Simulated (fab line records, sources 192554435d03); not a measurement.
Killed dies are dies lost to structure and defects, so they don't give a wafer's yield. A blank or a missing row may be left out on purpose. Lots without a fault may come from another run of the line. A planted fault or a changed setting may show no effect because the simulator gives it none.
Which tool did it? | flow n5_finfet | 10 lots, 30 wafers sampled, at 3 steps of a route of 1938

WHAT THE GAUGES READ, wafer by wafer
N5_BEOL_M9_CD_MEAS_28: target cd 70 nm. Usual: cd_nm 70.01 nm, standard deviation 0.23.
lot  | measured     | on        | cd_nm (nm)        | flag
L609 | day 11 06:28 | cd_sem-03 | 69.92 69.87 70.01 |
L610 | day 11 13:58 | cd_sem-01 | 69.68 69.88 70.05 |
L615 | day 12 14:41 | cd_sem-03 | 70.13 69.72 69.94 |
L614 | day 12 17:56 | cd_sem-03 | 69.78 70.37 70.11 |
L619 | day 13 21:29 | cd_sem-02 | 70.43 69.76 69.94 |
L620 | day 14 03:55 | cd_sem-01 | 70.06 69.77 70.11 |
L622 | day 14 12:53 | cd_sem-02 | 70.19 70.15 70.04 |
L625 | day 15 07:30 | cd_sem-02 | 69.84 70.05 70.08 |
L626 | day 15 07:32 | cd_sem-01 | 70.19 70.32 70.26 |
L627 | day 15 10:19 | cd_sem-01 | 69.79 70.06 69.59 |

N5_BEOL_M9_OVL_MEAS_29. Usual: V8_OVL -0.1 nm, standard deviation 0.68.
lot  | measured     | on         | V8_OVL (nm)    | flag
L609 | day 11 06:29 | overlay-02 | -0.5 -1.0 0.2  |
L610 | day 11 14:00 | overlay-01 | 0.6 1.4 0.8    |
L615 | day 12 14:43 | overlay-01 | 11.2 10.5 11.6 | OFF
L614 | day 12 17:59 | overlay-01 | 11.5 11.7 11.1 | OFF
L619 | day 13 21:31 | overlay-01 | 11.6 12.4 11.7 | OFF
L620 | day 14 03:58 | overlay-01 | 12.0 10.8 12.7 | OFF
L622 | day 14 12:56 | overlay-01 | -0.1 -0.6 -0.5 |
L625 | day 15 07:32 | overlay-01 | -0.2 -0.5 0.2  |
L626 | day 15 07:35 | overlay-02 | -0.3 0.1 -0.4  |
L627 | day 15 10:21 | overlay-01 | -0.5 0.0 -0.1  |

WHICH TOOL RAN EACH LOT (tool, then ch and the chambers of the sampled wafers, then the start)
lot  | N5_BEOL_M9_EXPOSE_25
L609 | euv_scanner-01 ch 0, day 11 06:20
L610 | euv_scanner-01 ch 0, day 11 13:50
L615 | euv_scanner-01 ch 0, day 12 14:34
L614 | euv_scanner-01 ch 0, day 12 17:50
L619 | euv_scanner-01 ch 0, day 13 21:22
L620 | euv_scanner-01 ch 0, day 14 03:48
L622 | euv_scanner-02 ch 0, day 14 12:46
L625 | euv_scanner-02 ch 0, day 15 07:22
L626 | euv_scanner-02 ch 0, day 15 07:25
L627 | euv_scanner-02 ch 0, day 15 10:11
- N5_BEOL_M9_EXPOSE_25: exposes mask V8.

WHAT THE TOOLS THEMSELVES READ (means of the sampled wafers that have a number; where no wafer has one, the mark that the record gives instead)
The record holds no such reading with a usual standard deviation.

THE ANSWER, worked out from the rows above alone
Rule: a lot is off if the mean of its wafers that have a number lies more than 3 standard deviations from the usual mean. A lot without any number at a reading at which 4 lots or more have one is off too. The other lots that the step has rows for count as sound. The gauges are gone through in route order, then the tools' own readings, and for those a lot's mean is taken as printed above. The first step at which some lot is off is used, and at that step the reading that is off furthest; a lot without a number counts as furthest.
Off: L615, L614, L619, L620, at N5_BEOL_M9_OVL_MEAS_29 (V8_OVL).
A tool fits if, at a process step before that reading, it ran every lot that is off, and no sound lot after the first of them. The gauges at N5_BEOL_M9_OVL_MEAS_29 are tried like those tools. One fits: euv_scanner-01 at N5_BEOL_M9_EXPOSE_25. Its last sound lot is L610 (day 11 13:50), its first lot that is off L615 (day 12 14:34): a fault that began between those two fits.

WHAT THE SIMULATOR HAD PUT IN
Scanner matching overlay: euv_scanner-01, from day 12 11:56 on, at N5_BEOL_M9_EXPOSE_25. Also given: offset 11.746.
Lots struck among those shown: L615, L614, L619, L620. The rule above found the same.
